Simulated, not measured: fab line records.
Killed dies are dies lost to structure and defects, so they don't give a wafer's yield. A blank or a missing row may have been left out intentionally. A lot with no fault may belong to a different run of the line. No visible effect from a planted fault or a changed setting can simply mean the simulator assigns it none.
Which tool did it?	flow n5-finfet	72 wafers sampled from 24 lots at 1 step of a route of 1938

== WHAT THE GAUGES READ, wafer by wafer ==
N5_BEOL_M2_CD_MEAS_35: target cd 18 nm, target cd y 22.2 nm.
lot	measured	on	cd-nm (nm)
L074	day 6 16:06	cd-sem-01	18.5 17.7 18.6
L075	day 7 09:14	cd-sem-03	18.1 18.2 18.2
L077	day 7 15:35	cd-sem-01	17.6 18.4 18.1
L076	day 7 19:13	cd-sem-02	17.3 17.9 17.8
L078	day 7 21:08	cd-sem-03	17.8 17.7 17.9
L079	day 8 01:59	cd-sem-02	18.2 17.9 17.6
L081	day 8 06:31	cd-sem-01	18.2 18.0 18.6
L080	day 8 13:59	cd-sem-03	18.5 18.1 18.1
L082	day 8 20:56	cd-sem-03	18.0 17.9 18.0
L083	day 8 23:41	cd-sem-03	18.0 18.0 18.3
L084	day 9 10:47	cd-sem-02	17.4 19.1 18.3
L085	day 9 17:55	cd-sem-01	17.7 18.2 17.6
L086	day 9 21:14	cd-sem-03	17.6 18.1 18.2
L088	day 10 01:01	cd-sem-03	17.8 17.4 17.9
L087	day 10 11:45	cd-sem-02	18.8 18.2 18.7
L089	day 10 13:05	cd-sem-02	17.9 18.3 18.0
L090	day 10 17:44	cd-sem-01	18.1 18.1 17.4
L091	day 11 01:16	cd-sem-01	18.7 18.0 17.6
L092	day 11 13:21	cd-sem-03	18.0 18.4 18.1
L093	day 11 13:29	cd-sem-01	17.9 18.4 17.9
L094	day 11 17:26	cd-sem-03	17.7 18.4 17.7
L095	day 11 20:01	cd-sem-03	18.1 18.2 17.8
L096	day 12 06:17	cd-sem-02	17.2 17.4 17.1
L097	day 12 11:25	cd-sem-02	17.8 18.1 17.4

== WHAT TOOL EACH LOT RAN ON (gives the tool, then ch and the chambers of the sampled wafers, and finally the start) ==
There is no process step in the record ahead of these readings.

== WHAT THE TOOLS THEMSELVES READ (means of the sampled wafers that have a number; where no wafer has one, the mark that the record gives instead) ==
The record holds no such reading with a usual standard deviation.

== THE ANSWER, worked out from the rows above alone ==
Rule: usual is defined by the lots themselves. Put in order of their means at a reading, lots are off if they are a third of the lots or fewer, leave a main group of 4 or more, and stand apart from it by a gap of 3 or more times the standard deviation of the main group's means; of several such gaps the widest counts. If all means in a main group match to the digits the tables above print for the reading, that group is not used. Also off: a lot with no number at a reading for which 4 or more lots have one. The other lots that the step has rows for count as sound. After the gauges, taken in route order, come the tools' own readings; for these a lot's mean is taken, as printed above. At the first step where some lot is off, the reading lying furthest off is the one used; lots without a number count as furthest.
No lot is off on any of the readings shown, so nothing can be concluded from this.

== WHAT THE SIMULATOR PUT IN ==
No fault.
